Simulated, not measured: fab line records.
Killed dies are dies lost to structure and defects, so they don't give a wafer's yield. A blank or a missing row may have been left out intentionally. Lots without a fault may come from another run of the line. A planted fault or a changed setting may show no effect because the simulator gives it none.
Comparing a struck lot with a sound one	flow n5_finfet	37 out of 1938 route steps
Sound: the wafers L608.1, L608.2, L608.5. Struck: wafer L595.2 (L595.4, L595.6, from the same lot, were not struck and are left out); the cause is given at the end.
For every step that has rows: the tool of each side, followed by ch and its chambers, followed by its first start. Under that, the readings that differ: sound wafers	struck wafers	difference of the means	sigmas: that difference in standard deviations of wafers without a fault.
alike: same words and numbers on both sides, and readings whose means sit less than 2 such deviations apart. not compared: any withheld reading, any reading some wafer has no value for, any bound like >300 that may hide the same value, and any number with overlapping values for which the record gives no deviation.
A row with sigmas, a row that says differs or no value, or rows on one side alone: a step with any of these is where the two part. Non-overlapping numbers with no deviation appear without sigmas and do not part them. A reading that every wafer of one side lacks parts them only if that side has two wafers or more.

first, 10 steps without rows for these wafers: N5_SDB_DESCUM_16 (chemistry O2, time 7.9 s); N5_SDB_ETCH_17 (etches SiARC in CF4, target depth 23.4 nm, time 39 s); N5_SDB_ETCH_18 (etches SOC in N2/H2, target depth 100 nm, overetch 20 nm, time 150 s); N5_SDB_STRIP_19 (strips in N2/H2); N5_SDB_STRIP_21 (strips in CF4); N5_SDB_HM_OPEN_20 (chemistry CH3F/O2, target SiNx, stops on poly-Si, target depth 24 nm); N5_SDB_STRIP_22 (strips in N2/H2); N5_SDB_PRECLEAN_23 (cleans in dHF, time 30 s); N5_SDB_DUMMY_REMOVE_24 (chemistry TMAH, target poly-Si, stops on SiO2, target depth 142 nm, time 57 s, rinse time 30 s); N5_SDB_ETCH_25 (etches SiO2 in C4F6/O2, target depth 10 nm, time 3.3 s).
N5_SDB_CUT_ETCH_26: etches Si in HBr/Cl2/O2, target depth 129.6 nm, bt time 20 s, time 51.8 s.
  sound on rie_si-06 ch 0,1,2, day 8 15:06; struck on rie_si-06 ch 1, day 5 06:56
  alike: HBr_flow_sccm, drypump_motor_current_A, oes_product_au, throttle_valve_pct
  not compared: rf_hours_counter_h
then, 25 steps without rows for these wafers: N5_SDB_PRECLEAN_38 (cleans in dHF, time 10 s); N5_SDB_PRECLEAN_39 (cleans in O3/DIW, time 45 s); N5_SDB_SRD_28 (time 30 s); N5_SDB_ALD_29 (deposits SiNx, target thk 30 nm, pulse time 1 s, ald cycles 600); N5_SDB_CMP_30 (polishes, stops on poly-Si, t overpolish 1.54 s, target thk 30 nm); N5_DUMMY_REMOVAL_HM_STRIP_01 (strips SiNx in CH3F/O2, stops on poly-Si, target depth 4 nm, time 6.8 s); N5_DUMMY_REMOVAL_STRIP_10 (strips in N2/H2, time 40 s); N5_DUMMY_REMOVAL_PRECLEAN_07 (cleans in dHF, time 30 s); N5_DUMMY_REMOVAL_DUMMY_REMOVE_02 (chemistry TMAH, target poly-Si, stops on SiO2, target depth 142 nm, time 57 s, rinse time 30 s); N5_DUMMY_REMOVAL_PRECLEAN_08 (cleans in NF3:NH3, afs cycles 2, time 20 s, sublimation time 60 s); N5_DUMMY_REMOVAL_PRECLEAN_04 (cleans in DHF, time 37 s); N5_DUMMY_REMOVAL_SRD_05 (time 30 s); N5_HKMG_FIN_IL_REGROW_00 (material SiO2, chemistry O3, target thk 0.75 nm, time 30 s); N5_HKMG_FIN_HK_ALD_01 (deposits HfO2, target thk 1.6 nm, pulse time 3 s, purge time 3 s); N5_HKMG_FIN_HK_ANNEAL_02 (time 30 s); N5_HKMG_FIN_ALD_74 (deposits La2O3, target thk 0.5 nm, pulse time 6 s, co reactant pulse time 1 s); N5_HKMG_FIN_ALD_75 (deposits Al2O3, target thk 1 nm, co reactant pulse time 1 s); N5_HKMG_FIN_COAT_41 (time 60 s, resist thk 300 nm); N5_HKMG_FIN_COAT_42 (time 60 s, resist thk 35 nm); N5_HKMG_FIN_COAT_43 (resist thk 90 nm); N5_HKMG_FIN_EBR_45; N5_HKMG_FIN_SOFTBAKE_44 (time 60 s); N5_HKMG_FIN_EXPOSE_46 (exposes mask NDIPOLE); N5_HKMG_FIN_PEB_47 (peb time 60 s); N5_HKMG_FIN_DEVELOP_48 (develop time 30 s).
-- a jump in the record: the struck wafers' starts before and after are 9 days apart (it breaks off in module HKMG_FIN and resumes in module PASSIVATION, where the first step shown is number 1936 of the route) --
N5_PASSIVATION_PROBE_49:
  record: rows for the struck wafers here (prober-02, day 14 08:10), none for the sound ones

== WHERE THEY PART ==
N5_PASSIVATION_PROBE_49 only, going by this record.

WHY: whatever the simulator had introduced
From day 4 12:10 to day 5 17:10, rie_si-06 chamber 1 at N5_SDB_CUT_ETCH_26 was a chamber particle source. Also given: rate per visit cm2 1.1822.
